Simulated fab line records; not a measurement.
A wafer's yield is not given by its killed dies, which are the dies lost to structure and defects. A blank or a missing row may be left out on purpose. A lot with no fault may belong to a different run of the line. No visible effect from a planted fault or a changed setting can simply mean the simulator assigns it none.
fab line records	flow n5_finfet
[record] lots = 7	wafers = 39
route steps=1938 shown SD_EPI_P@321 BEOL_M0_SAQP@632 BEOL_M1@751 BEOL_M6@1212
start_h: hours from the record's first day to the start of the lot's first wafer shown	wait_h: hours elapsed since this lot's preceding step	" as in the row above	L1.1+2: several wafers, shown together as one row	- no value, or no start given	* or withheld: withheld	< > ~ a bound
route shown NAME@n: names a module that has steps shown in the file, with the first one's number in the route	usual: mean/standard deviation taken from wafers without a fault	same: alike in all rows	chamber/n: place in a boat	sites: per-site readings	_std_site: how widely they spread, as a standard deviation	_edge_site: mean of outer sites minus mean of inner sites	radius_mm: how far each site lies from the wafer's centre	mask NAME#n: copy n	behind: tool/chamber where the wafer was last shaped	hold: cause of the lot's hold/its duration in hours/its outcome	device: transistor that didn't switch, given as n, p or np	end of line: tests run on the same wafers once the route is complete	for a step that has no rows: nothing shown but its recipe	killed: at the first sort, the dies lost to defects and structure; wafer yield is something else	map: shows each die of a wafer: x if killed, . if not, _ if none is there
set.NAME: the setting as run; set.NAME@STEP: as run at that earlier step	model.NAME: the simulator's own value behind a step, which no gauge read
lots run with intentionally changed settings; tables by step, rows by wafer
[[steps]]
[step N5_SD_EPI_P_EPI_21]
[recipe] material = SiGe:B	dopant = B	temp_c = 550	pressure_torr = 20	ambient = H2	time_s = 355
lot.wafer	tool	chamber	start_h	wait_h	set.epi_growth_time_s	model.SiGe-B_of_SD_EPI_P_EPI_21.thk_nm
L074.1	epi_rpcvd-04	0	54.41	0.1	355	60.6
L074.2	"	0	"	"	504.9	76.8
L074.3+5	"	0	"	"	355	60.4
L074.4	"	0	"	"	504.9	77.2
L074.6	"	0	"	"	504.9	77.8
L082.1	epi_rpcvd-02	0	105.91	0.3	355	61
L082.2	"	0	"	"	355	60.6
L082.4	"	0	107.83	2.0	355	60.8
L085.1	epi_rpcvd-02	0	123.33	0.1	422.7	67.8
L085.2	"	0	"	"	355	60
L085.3	"	0	"	"	355	60.2
L085.4	"	0	"	"	422.7	67.6
L085.5	"	0	"	"	355	60.8
L085.6	"	0	"	"	422.7	68.4
L090.1	epi_rpcvd-02	0	150.67	0.2	229.1	42.6
L090.2	"	0	"	"	355	61.8
L090.3	"	0	"	"	355	61
L090.4	"	0	"	"	355	61.6
L090.5+6	"	0	"	"	229.1	42.8
L091.1	epi_rpcvd-02	0	157.20	0.1	562.7	83
L091.2	"	0	"	"	562.7	84
L091.3	"	0	"	"	355	60.8
L091.4	"	0	"	"	562.7	83.2
L091.5	"	0	"	"	355	61
L091.6	"	0	"	"	355	62
L095.1	epi_rpcvd-01	0	186.15	0.1	355	62
L095.2	"	0	"	"	412.5	68.6
L095.3	"	0	"	"	412.5	68.4
L095.4	"	0	"	"	355	61.8
L095.5	"	0	"	"	412.5	67.8
L095.6	"	0	"	"	355	62.4
L097.1	epi_rpcvd-02	0	197.55	0.1	545.8	84.2
L097.2	"	0	"	"	545.8	82.8
L097.3	"	0	"	"	355	62.4
L097.4+6	"	0	"	"	355	61.4
L097.5	"	0	"	"	545.8	83
[step N5_SD_EPI_P_EPI_MEAS_23]
[recipe] mode = xrd
[usual] thk_nm = 60.9/1.4
lot.wafer	tool	chamber	start_h	wait_h	set.epi_growth_time_s@SD_EPI_P_EPI_21	thk_nm
L074.1	film_metro-02	-	56.60	1.8	355	60.9
L074.2	"	-	"	"	504.9	74.9
L074.3	"	-	"	"	355	61.6
L074.4	"	-	"	"	504.9	77.9
L074.5	"	-	"	"	355	59.3
L074.6	"	-	"	"	504.9	77.9
L082.1	film_metro-01	-	109.79	3.2	355	62.2
L082.2	"	-	"	"	355	61.1
L082.4	"	-	"	"	355	61.0
L085.1	film_metro-02	-	125.52	1.8	422.7	68.9
L085.2	"	-	"	"	355	61.8
L085.3	"	-	"	"	355	59.2
L085.4	"	-	"	"	422.7	68.1
L085.5	"	-	"	"	355	60.7
L085.6	"	-	"	"	422.7	68.3
L090.1	film_metro-01	-	152.87	1.8	229.1	41.9
L090.2	"	-	"	"	355	61.9
L090.3	"	-	"	"	355	61.9
L090.4	"	-	"	"	355	61.8
L090.5	"	-	"	"	229.1	43.9
L090.6	"	-	"	"	229.1	41.7
L091.1	film_metro-01	-	159.39	1.8	562.7	83.6
L091.2	"	-	"	"	562.7	82.9
L091.3	"	-	"	"	355	60.8
L091.4	"	-	"	"	562.7	82.7
L091.5	"	-	"	"	355	60.4
L091.6	"	-	"	"	355	64.7
L095.1	film_metro-01	-	188.35	1.8	355	62.3
L095.2	"	-	"	"	412.5	67.6
L095.3	"	-	"	"	412.5	69.3
L095.4	"	-	"	"	355	61.4
L095.5	"	-	"	"	412.5	67.5
L095.6	"	-	"	"	355	63.1
L097.1	film_metro-02	-	199.75	1.8	545.8	84.0
L097.2	"	-	"	"	545.8	84.2
L097.3	"	-	"	"	355	62.1
L097.4	"	-	"	"	355	61.5
L097.5	"	-	"	"	545.8	83.5
L097.6	"	-	"	"	355	61.3
[step N5_BEOL_M0_SAQP_PECVD_00]
[recipe] material = SiCN	target_thk_a = 80	temp_c = withheld	precursor = 3MS/NH3	pressure_torr = 3	rf_w = 202	time_s = 14
lot.wafer	tool	chamber	start_h	wait_h	set.time_s	model.SiCN_of_BEOL_M0_SAQP_PECVD_00.thk_nm
L074.1+2+3+5	pecvd-04	1,2,0,0	106.39	0.2	14	7.8
L074.4+6	"	2,1	"	"	14	8
L082.1+4	pecvd-02	1,2	158.03	0.2	14	8
L082.2	"	0	"	"	14	7.8
L085.1+3+4	pecvd-02	2,1,0	173.36	0.2	20.93	12
L085.2	"	0	"	"	14	8
L085.5+6	"	1,2	"	"	14	8.2
L090.1+5	pecvd-04	1,0	201.38	0.2	14	8.2
L090.2	"	0	"	"	14	8
L090.3+6	"	2	"	"	8.721	5.2
L090.4	"	1	"	"	8.721	5
L091.1+2+3	pecvd-02	1,2,0	205.18	0.2	14	7.8
L091.4+6	"	2,0	"	"	21.55	12.4
L091.5	"	1	"	"	21.55	12.2
L095.1+2+3	pecvd-02	0,1,2	235.22	0.2	14	7.8
L095.4+5+6	"	1,2,0	"	"	14	8
L097.1	pecvd-04	1	248.91	0.2	14	8
L097.2	"	2	"	"	21.58	12.2
L097.3	"	0	"	"	21.58	12
L097.4	"	1	"	"	21.58	12.4
L097.5+6	"	0,2	"	"	14	8.2
[step N5_BEOL_M1_ILD_DEP_00]
[recipe] material = SiOC	target_thk_a = 790	temp_c = 350	precursor = DEMS/O2	pressure_torr = 5	rf_w = 500	time_s = 15.3
lot.wafer	tool	chamber	start_h	wait_h	set.time_s	model.SiOC_of_BEOL_M1_ILD_DEP_00.thk_nm
L074.1	pecvd-01	0	119.73	0.0	15.3	78.4
L074.2	"	1	"	"	19.93	102.2
L074.3	"	2	"	"	19.93	102.4
L074.4	"	1	"	"	19.93	105
L074.5	"	0	"	"	15.3	79.4
L074.6	"	2	"	"	15.3	80.6
L082.1	pecvd-03	1	172.42	0.0	15.3	78
L082.2	"	0	"	"	15.3	78.6
L082.4	"	1	"	"	15.3	79.6
L085.1	pecvd-03	0	189.99	0.0	15.3	78.8
L085.2+6	"	1,2	"	"	15.3	79.6
L085.3	"	2	"	"	15.3	78.4
L085.4+5	"	1,0	"	"	15.3	79.8
L090.1	pecvd-04	0	214.28	0.0	12.57	64
L090.2	"	1	"	"	15.3	78.4
L090.3	"	2	"	"	15.3	77.8
L090.4	"	2	"	"	12.57	65.2
L090.5	"	0	"	"	15.3	78.2
L090.6	"	1	"	"	12.57	66.8
L091.1	pecvd-01	0	220.18	0.0	15.3	78.4
L091.2	"	1	"	"	18.2	93.8
L091.3	"	2	"	"	18.2	93.4
L091.4	"	2	"	"	15.3	80.8
L091.5	"	1	"	"	18.2	94.6
L091.6	"	0	"	"	15.3	80
L095.1	pecvd-03	1	248.61	0.0	15.3	80
L095.2+5	"	0,1	"	"	6.715	35.8
L095.3	"	2	"	"	15.3	80.6
L095.4	"	2	"	"	15.3	80.2
L095.6	"	0	"	"	6.715	36.6
L097.1	pecvd-01	0	261.53	0.0	15.3	78.4
L097.2	"	1	"	"	20.31	103.6
L097.3	"	2	"	"	20.31	103.2
L097.4	"	2	"	"	15.3	80.2
L097.5	"	0	"	"	20.31	105.4
L097.6	"	1	"	"	15.3	78.2
[step N5_BEOL_M1_THK_MEAS_01]
[recipe] reads = SiOC_of_BEOL_M1_ILD_DEP_00
[usual] M1_ILD_THK = 79.1/0.92
lot.wafer	tool	chamber	start_h	wait_h	set.time_s@BEOL_M1_ILD_DEP_00	M1_ILD_THK[nm]
L074.1	film_metro-01	-	119.80	0.0	15.3	78.3
L074.2	"	-	"	"	19.93	102.2
L074.3	"	-	"	"	19.93	102.5
L074.4	"	-	"	"	19.93	105.1
L074.5	"	-	"	"	15.3	79.4
L074.6	"	-	"	"	15.3	80.7
L082.1	film_metro-01	-	172.49	0.0	15.3	78.1
L082.2	"	-	"	"	15.3	78.7
L082.4	"	-	"	"	15.3	79.6
L085.1	film_metro-02	-	190.06	0.0	15.3	78.9
L085.2	"	-	"	"	15.3	79.6
L085.3	"	-	"	"	15.3	78.3
L085.4	"	-	"	"	15.3	79.8
L085.5	"	-	"	"	15.3	79.9
L085.6	"	-	"	"	15.3	79.7
L090.1	film_metro-01	-	214.35	0.0	12.57	63.9
L090.2	"	-	"	"	15.3	78.4
L090.3	"	-	"	"	15.3	77.8
L090.4	"	-	"	"	12.57	65.2
L090.5	"	-	"	"	15.3	78.2
L090.6	"	-	"	"	12.57	66.6
L091.1	film_metro-01	-	220.25	0.1	15.3	78.4
L091.2	"	-	"	"	18.2	93.7
L091.3	"	-	"	"	18.2	93.4
L091.4	"	-	"	"	15.3	80.7
L091.5	"	-	"	"	18.2	94.6
L091.6	"	-	"	"	15.3	80.0
L095.1	film_metro-01	-	248.68	0.0	15.3	80.0
L095.2	"	-	"	"	6.715	35.8
L095.3	"	-	"	"	15.3	80.6
L095.4	"	-	"	"	15.3	80.2
L095.5	"	-	"	"	6.715	35.8
L095.6	"	-	"	"	6.715	36.6
L097.1	film_metro-01	-	261.60	0.0	15.3	78.4
L097.2	"	-	"	"	20.31	103.7
L097.3	"	-	"	"	20.31	103.3
L097.4	"	-	"	"	15.3	80.2
L097.5	"	-	"	"	20.31	105.3
L097.6	"	-	"	"	15.3	78.1
[step N5_BEOL_M6_ETCH_62]
[recipe] chemistry = N2/H2	target = SOC	target_depth_a = 1100	overetch_a = 220	mask_material = SiARC	temp_c = 40	time_s = 165	ion_energy_ev = 200	pressure_mtorr = 30	source_w = 840	bias_w = 150	n2_flow_sccm = 200	h2_flow_sccm = 200
lot.wafer	tool	chamber	start_h	wait_h	set.time_s	model.SiARC_of_BEOL_M6_COAT_60.thk_nm	model.BEOL_M6.cd_offset_nm
L074.1	rie_diel-06	2	186.26	0.0	165	28.4	0
L074.2	"	1	"	"	220.3	26	0.8
L074.3	"	0	"	"	220.3	26.4	1.2
L074.4	"	3	"	"	165	28.4	0.2
L074.5	"	1	"	"	165	28.4	-0.2
L074.6	"	2	"	"	220.3	26.2	1.4
L082.1	rie_diel-06	2	229.36	0.0	165	28.4	0.8
L082.2	"	0	"	"	165	28.4	0.6
L082.4	"	2	"	"	165	28.4	0.4
L085.1	rie_diel-04	0	245.74	0.0	165	28.4	-0.4
L085.2+3	"	2,1	"	"	165	28.2	0
L085.4	"	3	"	"	165	28.4	-0.2
L085.5	"	2	"	"	165	28.4	0.2
L085.6	"	1	"	"	165	28.2	-0.4
L090.1	rie_diel-04	1	276.27	0.0	165	28.4	-0.2
L090.2	"	2	"	"	213.5	26.4	0.6
L090.3	"	3	"	"	165	28.2	0.4
L090.4	"	0	"	"	213.5	26.6	1.2
L090.5	"	3	"	"	165	28.4	0.2
L090.6	"	2	"	"	213.5	26.6	1
L091.1	rie_diel-06	1	280.73	0.0	260	24.4	1.8
L091.2	"	0	"	"	165	28.6	-0.4
L091.3	"	3	"	"	165	28.4	-0.2
L091.4	"	2	"	"	260	24.6	1.8
L091.5	"	1	"	"	260	24.4	2.2
L091.6	"	0	"	"	165	28.6	0.6
L095.1	rie_diel-06	2	325.73	0.0	165	28.4	0.2
L095.2	"	1	"	"	249.6	25	1.8
L095.3	"	0	"	"	249.6	25.4	1.6
L095.4	"	0	"	"	249.6	25.4	1.4
L095.5	"	1	"	"	165	28.6	0
L095.6	"	2	"	"	165	28.4	0
L097.1	rie_diel-04	2	334.60	0.0	193.2	27.2	0.8
L097.2	"	0	"	"	165	28.2	0.2
L097.3	"	3	"	"	165	28.2	0.4
L097.4	"	1	"	"	193.2	27	1
L097.5	"	1	"	"	193.2	27.2	1
L097.6	"	0	"	"	165	28.4	0.4
[step N5_BEOL_M6_STRIP_68]
[recipe] chemistry = N2/H2	temp_c = 40	n2_flow_sccm = 200	h2_flow_sccm = 200	rf_frequency_hz = 6e+07
[step N5_BEOL_M6_STRIP_67]
[recipe] chemistry = CF4	resist = SiARC	power_w = 300	bias_power_w = 75	pressure_mtorr = 50	cf4_flow_sccm = 150	rf_frequency_hz = 6e+07
[step N5_BEOL_M6_HM_OPEN_17]
[recipe] chemistry = Cl2/BCl3	target_depth_a = 200	overetch_a = 60	target = TiN	mask_material = SOC	ion_energy_ev = 150	pressure_mtorr = 10	icp_w = 1000	bias_w = 126	Cl2_flow_sccm = 53.25	bcl3_flow_sccm = 21.75	Ar_flow_sccm = 25
[usual] oes_product_au = 0.70/0.094
lot.wafer	tool	chamber	start_h	wait_h	set.time_s@BEOL_M6_ETCH_62	oes_product_au	model.etch.depth_nm
L074.1	rie_metal-02	1	186.45	0.0	165	0.79	20.02
L074.2	"	0	"	"	220.3	0.57	14.71
L074.3	"	1	"	"	220.3	0.67	15.01
L074.4	"	0	"	"	165	0.68	20.22
L074.5	"	0	"	"	165	0.67	20.05
L074.6	"	1	"	"	220.3	0.67	14.91
L082.1	rie_metal-01	0	229.61	0.1	165	0.54	19.89
L082.2	"	1	"	"	165	0.68	19.9
L082.4	"	1	"	"	165	0.67	19.91
L085.1	rie_metal-03	0	245.93	0.0	165	0.79	19.79
L085.2	"	1	"	"	165	0.77	19.73
L085.3	"	1	"	"	165	0.76	19.43
L085.4	"	0	"	"	165	0.78	19.69
L085.5	"	0	"	"	165	0.79	19.62
L085.6	"	1	"	"	165	0.78	19.59
L090.1	rie_metal-03	1	276.46	0.0	165	0.74	19.43
L090.2	"	0	"	"	213.5	0.66	14.94
L090.3	"	0	"	"	165	0.75	19.69
L090.4	"	1	"	"	213.5	0.66	14.84
L090.5	"	1	"	"	165	0.76	19.75
L090.6	"	0	"	"	213.5	0.66	15.02
L091.1	rie_metal-03	0	280.92	0.0	260	0.56	10.78
L091.2	"	1	"	"	165	0.75	19.83
L091.3	"	0	"	"	165	0.75	19.84
L091.4	"	1	"	"	260	0.57	11.04
L091.5	"	1	"	"	260	0.56	10.77
L091.6	"	0	"	"	165	0.76	19.92
L095.1	rie_metal-02	1	325.92	0.0	165	0.74	20.39
L095.2	"	0	"	"	249.6	0.51	11.95
L095.3	"	0	"	"	249.6	0.52	12.43
L095.4	"	1	"	"	249.6	0.57	12.3
L095.5	"	1	"	"	165	0.73	20.4
L095.6	"	0	"	"	165	0.66	20.38
L097.1	rie_metal-03	1	334.78	0.0	193.2	0.69	17.44
L097.2	"	0	"	"	165	0.73	20.31
L097.3	"	1	"	"	165	0.75	20.14
L097.4	"	0	"	"	193.2	0.69	17.69
L097.5	"	0	"	"	193.2	0.69	17.74
L097.6	"	1	"	"	165	0.74	20.24
[step N5_BEOL_M6_STRIP_19]
[recipe] chemistry = O2	power_w = 400	temp_c = 40	pressure_mtorr = 30	rf_frequency_hz = 6e+07	bias_power_w = 0	overash_fraction = 0.2	o2_flow_sccm = 225
[step N5_BEOL_M6_CD_MEAS_18]
[recipe] pitch_nm = 80	target_cd_nm = 40
[usual] cd_nm = 40.0/0.41
lot.wafer	tool	chamber	start_h	wait_h	set.time_s@BEOL_M6_ETCH_62	cd_nm
L074.1	cd_sem-03	-	186.70	0.0	165	39.9
L074.2	"	-	"	"	220.3	41.2
L074.3	"	-	"	"	220.3	41.2
L074.4	"	-	"	"	165	40.5
L074.5	"	-	"	"	165	40.0
L074.6	"	-	"	"	220.3	41.6
L082.1	cd_sem-03	-	229.80	0.0	165	41.0
L082.2	"	-	"	"	165	40.5
L082.4	"	-	"	"	165	40.5
L085.1	cd_sem-01	-	246.28	0.0	165	39.6
L085.2	"	-	"	"	165	40.0
L085.3	"	-	"	"	165	39.9
L085.4	"	-	"	"	165	39.8
L085.5	"	-	"	"	165	40.0
L085.6	"	-	"	"	165	39.4
L090.1	cd_sem-02	-	276.65	0.1	165	39.8
L090.2	"	-	"	"	213.5	40.8
L090.3	"	-	"	"	165	40.6
L090.4	"	-	"	"	213.5	41.4
L090.5	"	-	"	"	165	40.2
L090.6	"	-	"	"	213.5	41.5
L091.1	cd_sem-01	-	281.10	0.0	260	42.3
L091.2	"	-	"	"	165	39.3
L091.3	"	-	"	"	165	39.7
L091.4	"	-	"	"	260	42.2
L091.5	"	-	"	"	260	42.7
L091.6	"	-	"	"	165	40.8
L095.1	cd_sem-02	-	326.10	0.0	165	40.2
L095.2	"	-	"	"	249.6	42.2
L095.3	"	-	"	"	249.6	41.8
L095.4	"	-	"	"	249.6	42.3
L095.5	"	-	"	"	165	40.2
L095.6	"	-	"	"	165	40.2
L097.1	cd_sem-03	-	334.98	0.1	193.2	40.5
L097.2	"	-	"	"	165	40.2
L097.3	"	-	"	"	165	40.4
L097.4	"	-	"	"	193.2	41.5
L097.5	"	-	"	"	193.2	41.0
L097.6	"	-	"	"	165	40.7
[step N5_BEOL_M6_COAT_63]
[recipe] resist = SOC	temp_c = 250	time_s = 60	spin_rpm = 1500	resist_thk_nm = 60
[step N5_BEOL_M6_COAT_64]
[recipe] resist = SiARC	temp_c = 220	time_s = 60	spin_rpm = 1500	resist_thk_nm = 12
[step N5_BEOL_M6_PRECLEAN_42]
[recipe] chemistry = residue_remover	time_s = 60	temp_c = 40
[step N5_BEOL_M6_SRD_43]
[recipe] time_s = 30	temp_c = 23	rinse_liquid = diw	dry = ipa_marangoni
[step N5_BEOL_M6_CD_MEAS_35]
[recipe] target_cd_nm = 40	target_cd_y_nm = 28	polarity = opening
[usual] cd_nm = 40.0/0.42
lot.wafer	tool	chamber	start_h	wait_h	set.time_s@BEOL_M6_ETCH_62	cd_nm
L074.1	cd_sem-03	-	187.97	0.0	165	40.0
L074.2	"	-	"	"	220.3	41.3
L074.3	"	-	"	"	220.3	41.7
L074.4	"	-	"	"	165	40.2
L074.5	"	-	"	"	165	40.2
L074.6	"	-	"	"	220.3	41.8
L082.1	cd_sem-02	-	231.77	0.0	165	41.0
L082.2	"	-	"	"	165	40.6
L082.4	"	-	"	"	165	40.4
L085.1	cd_sem-03	-	249.01	0.0	165	39.3
L085.2	"	-	"	"	165	39.8
L085.3	"	-	"	"	165	39.8
L085.4	"	-	"	"	165	39.8
L085.5	"	-	"	"	165	40.3
L085.6	"	-	"	"	165	39.5
L090.1	cd_sem-01	-	278.19	0.0	165	39.6
L090.2	"	-	"	"	213.5	40.9
L090.3	"	-	"	"	165	40.2
L090.4	"	-	"	"	213.5	41.8
L090.5	"	-	"	"	165	40.2
L090.6	"	-	"	"	213.5	41.3
L091.1	cd_sem-03	-	282.80	0.0	260	42.0
L091.2	"	-	"	"	165	39.5
L091.3	"	-	"	"	165	40.0
L091.4	"	-	"	"	260	41.6
L091.5	"	-	"	"	260	42.5
L091.6	"	-	"	"	165	40.4
L095.1	cd_sem-03	-	331.71	0.0	165	40.2
L095.2	"	-	"	"	249.6	41.8
L095.3	"	-	"	"	249.6	42.3
L095.4	"	-	"	"	249.6	41.6
L095.5	"	-	"	"	165	39.9
L095.6	"	-	"	"	165	39.8
L097.1	cd_sem-01	-	336.39	0.0	193.2	40.6
L097.2	"	-	"	"	165	40.5
L097.3	"	-	"	"	165	40.2
L097.4	"	-	"	"	193.2	41.4
L097.5	"	-	"	"	193.2	41.0
L097.6	"	-	"	"	165	40.2
[[key]]
[split] step = N5_SD_EPI_P_EPI_21	setting = epi_growth_time_s	stated = 355	by = wafer
[response] step = N5_SD_EPI_P_EPI_21	reading = model.SiGe-B_of_SD_EPI_P_EPI_21.thk_nm	change = +0.408	per = 1%	r = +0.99
[response] step = N5_SD_EPI_P_EPI_MEAS_23	reading = thk_nm	change = *	per = 1%	r = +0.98
[split] step = N5_BEOL_M0_SAQP_PECVD_00	setting = time_s	stated = 14	by = wafer
[response] step = N5_BEOL_M0_SAQP_PECVD_00	reading = model.SiCN_of_BEOL_M0_SAQP_PECVD_00.thk_nm	change = +0.0792	per = 1%	r = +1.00
[split] step = N5_BEOL_M1_ILD_DEP_00	setting = time_s	stated = 15.3	by = wafer
[response] step = N5_BEOL_M1_ILD_DEP_00	reading = model.SiOC_of_BEOL_M1_ILD_DEP_00.thk_nm	change = +0.777	per = 1%	r = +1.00
[response] step = N5_BEOL_M1_THK_MEAS_01	reading = M1_ILD_THK	change = +0.778	per = 1%	r = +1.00
[split] step = N5_BEOL_M6_ETCH_62	setting = time_s	stated = 165	by = wafer
[response] step = N5_BEOL_M6_ETCH_62	reading = model.SiARC_of_BEOL_M6_COAT_60.thk_nm	change = -0.0662	per = 1%	r = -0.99
[response] step = N5_BEOL_M6_ETCH_62	reading = model.BEOL_M6.cd_offset_nm	change = +0.0318	per = 1%	r = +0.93
[response] step = N5_BEOL_M6_HM_OPEN_17	reading = oes_product_au	change = -0.00323	per = 1%	r = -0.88
[response] step = N5_BEOL_M6_HM_OPEN_17	reading = model.etch.depth_nm	change = -0.157	per = 1%	r = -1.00
[response] step = N5_BEOL_M6_CD_MEAS_18	reading = cd_nm	change = +0.0387	per = 1%	r = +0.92
[response] step = N5_BEOL_M6_CD_MEAS_35	reading = cd_nm	change = +0.0387	per = 1%	r = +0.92
